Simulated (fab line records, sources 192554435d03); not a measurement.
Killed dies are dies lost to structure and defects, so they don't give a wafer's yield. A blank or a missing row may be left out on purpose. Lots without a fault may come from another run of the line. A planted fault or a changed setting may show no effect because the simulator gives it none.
Chamber matching | flow n5_finfet | N5_DUMMY_REMOVAL_STRIP_10 on rie_diel-02: 4 sister chambers
The step strips in N2/H2, time 40 s. 4 wafers are shown with their chamber, then 8 later ones without.

WAFERS WITH THEIR CHAMBER
wafer  | chamber | throttle_valve_pct (%)
L082.1 | 3       | 12.48
L083.5 | 0       | 12.49
L083.6 | 1       | 12.33
L085.3 | 2       | 11.99

WAFERS WITHOUT THEIR CHAMBER
wafer  | throttle_valve_pct (%)
L085.5 | 12.48
L085.6 | 12.50
L091.3 | 12.53
L091.4 | 12.54
L091.6 | 12.02
L095.2 | 11.88
L095.4 | 12.04
L095.6 | 11.89

WHICH CHAMBER EACH WENT THROUGH
wafer  | from the rows above     | in truth
L085.5 | can't be placed: 3 or 0 | 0
L085.6 | can't be placed: 0 or 3 | 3
L091.3 | can't be placed: 0 or 3 | 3
L091.4 | can't be placed: 0 or 3 | 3
L091.6 | 2                       | 2
L095.2 | 2                       | 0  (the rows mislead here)
L095.4 | 2                       | 2
L095.6 | 2                       | 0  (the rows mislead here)
Placed correctly: 2 of 8. Can't be placed from these rows: 4 (the true chamber is among the candidates in 4). Placed wrongly: 2.
How it was worked out, from the rows above alone: a wafer's distance from a chamber is the root of the sum, over the readings, of the square of ((its reading less the chamber's mean) divided by the reading's scatter). The wafer belongs to the nearest chamber; if the next one is less than 2 further off, it can't be placed. A chamber's mean is the mean of its shown wafers. The scatter: with one shown wafer a chamber, the root of the mean of the squares of how far each hidden wafer lies from its nearest shown one.
